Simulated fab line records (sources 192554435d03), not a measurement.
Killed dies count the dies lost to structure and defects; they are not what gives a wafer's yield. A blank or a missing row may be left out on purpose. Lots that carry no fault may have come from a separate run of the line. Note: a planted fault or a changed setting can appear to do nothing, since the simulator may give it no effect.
Which tool was responsible? / flow n5_finfet / 10 lots, 30 wafers sampled, at 2 steps of a route of 1938

== WHAT THE GAUGES READ, wafer by wafer ==
N5_BEOL_M9_OVL_MEAS_29. Usual: V8_OVL gives 0.3 nm (standard deviation 0.65).
lot=L347; measured=day 14 11:40; on=overlay-02; V8_OVL (nm)=-1.1 -0.2 1.1; flag=
lot=L351; measured=day 14 15:29; on=overlay-02; V8_OVL (nm)=0.8 0.5 1.3; flag=
lot=L348; measured=day 14 21:12; on=overlay-02; V8_OVL (nm)=-0.3 0.1 -1.3; flag=
lot=L355; measured=day 15 12:44; on=overlay-02; V8_OVL (nm)=0.5 0.0 0.8; flag=
lot=L353; measured=day 16 09:58; on=overlay-01; V8_OVL (nm)=-0.1 -0.3 0.8; flag=
lot=L352; measured=day 16 12:43; on=overlay-01; V8_OVL (nm)=1.1 0.0 0.8; flag=
lot=L354; measured=day 16 23:37; on=overlay-02; V8_OVL (nm)=0.0 0.1 0.1; flag=
lot=L363; measured=day 18 04:43; on=overlay-02; V8_OVL (nm)=-0.7 -0.2 -0.5; flag=
lot=L365; measured=day 18 04:41; on=overlay-01; V8_OVL (nm)=1.3 1.0 0.7; flag=
lot=L366; measured=day 19 09:56; on=overlay-02; V8_OVL (nm)=-0.1 0.2 -0.1; flag=

== WHAT TOOL EACH LOT RAN ON (gives the tool, then ch and the chambers of the sampled wafers, and finally the start) ==
lot=L347; N5_BEOL_M9_HM_OPEN_17=rie_metal-01 ch 0,1, day 14 10:07
lot=L351; N5_BEOL_M9_HM_OPEN_17=rie_metal-01 ch 0,1, day 14 14:47
lot=L348; N5_BEOL_M9_HM_OPEN_17=rie_metal-01 ch 0,1, day 14 19:28
lot=L355; N5_BEOL_M9_HM_OPEN_17=rie_metal-02 ch 0,1, day 15 09:59
lot=L353; N5_BEOL_M9_HM_OPEN_17=rie_metal-01 ch 0, day 16 09:16
lot=L352; N5_BEOL_M9_HM_OPEN_17=rie_metal-01 ch 0, day 16 09:40
lot=L354; N5_BEOL_M9_HM_OPEN_17=rie_metal-02 ch 0,1, day 16 22:03
lot=L363; N5_BEOL_M9_HM_OPEN_17=rie_metal-03 ch 0, day 18 02:17
lot=L365; N5_BEOL_M9_HM_OPEN_17=rie_metal-01 ch 0,1, day 18 02:34
lot=L366; N5_BEOL_M9_HM_OPEN_17=rie_metal-02 ch 0,1, day 19 09:11
- N5_BEOL_M9_HM_OPEN_17: chemistry Cl2/BCl3, target TiN, target depth 20 nm, overetch 6 nm.

== AS READ BY THE TOOLS THEMSELVES (means over the sampled wafers that have a number; for cases with no such wafer, the mark the record gives instead) ==
N5_BEOL_M9_HM_OPEN_17. Usual: drypump_motor_current_A 6.2 A, standard deviation 0.39; oes_product_au 0.72 a.u., standard deviation 0.039; throttle_valve_pct 22.08 %, standard deviation 0.2.
lot=L347; tool=rie_metal-01; drypump_motor_current_A (A)=6.2; oes_product_au (a.u.)=0.75; throttle_valve_pct (%)=22.14; flag=
lot=L351; tool=rie_metal-01; drypump_motor_current_A (A)=6.5; oes_product_au (a.u.)=0.77; throttle_valve_pct (%)=22.27; flag=
lot=L348; tool=rie_metal-01; drypump_motor_current_A (A)=6.5; oes_product_au (a.u.)=0.76; throttle_valve_pct (%)=22.27; flag=
lot=L355; tool=rie_metal-02; drypump_motor_current_A (A)=6.0; oes_product_au (a.u.)=0.73; throttle_valve_pct (%)=21.94; flag=
lot=L353; tool=rie_metal-01; drypump_motor_current_A (A)=6.0; oes_product_au (a.u.)=0.71; throttle_valve_pct (%)=22.05; flag=
lot=L352; tool=rie_metal-01; drypump_motor_current_A (A)=6.0; oes_product_au (a.u.)=0.72; throttle_valve_pct (%)=22.05; flag=
lot=L354; tool=rie_metal-02; drypump_motor_current_A (A)=6.0; oes_product_au (a.u.)=0.72; throttle_valve_pct (%)=21.95; flag=
lot=L363; tool=rie_metal-03; drypump_motor_current_A (A)=6.2; oes_product_au (a.u.)=0.70; throttle_valve_pct (%)=22.06; flag=
lot=L365; tool=rie_metal-01; drypump_motor_current_A (A)=6.5; oes_product_au (a.u.)=0.73; throttle_valve_pct (%)=22.28; flag=
lot=L366; tool=rie_metal-02; drypump_motor_current_A (A)=6.3; oes_product_au (a.u.)=0.71; throttle_valve_pct (%)=21.91; flag=

== THE ANSWER, worked out from the rows above alone ==
Rule: a lot is off if the mean of its wafers that have a number lies more than 3 standard deviations from the usual mean. Also off: a lot with no number at a reading for which 4 or more lots have one. The other lots that the step has rows for count as sound. The gauges are gone through in route order, then the tools' own readings, and for those a lot's mean is taken as printed above. The first step at which some lot is off is used, and at that step the reading that is off furthest; a lot without a number counts as furthest.
Nothing can be told from this: no lot is off at any reading shown.

== WHAT HAD BEEN PUT IN BY THE SIMULATOR ==
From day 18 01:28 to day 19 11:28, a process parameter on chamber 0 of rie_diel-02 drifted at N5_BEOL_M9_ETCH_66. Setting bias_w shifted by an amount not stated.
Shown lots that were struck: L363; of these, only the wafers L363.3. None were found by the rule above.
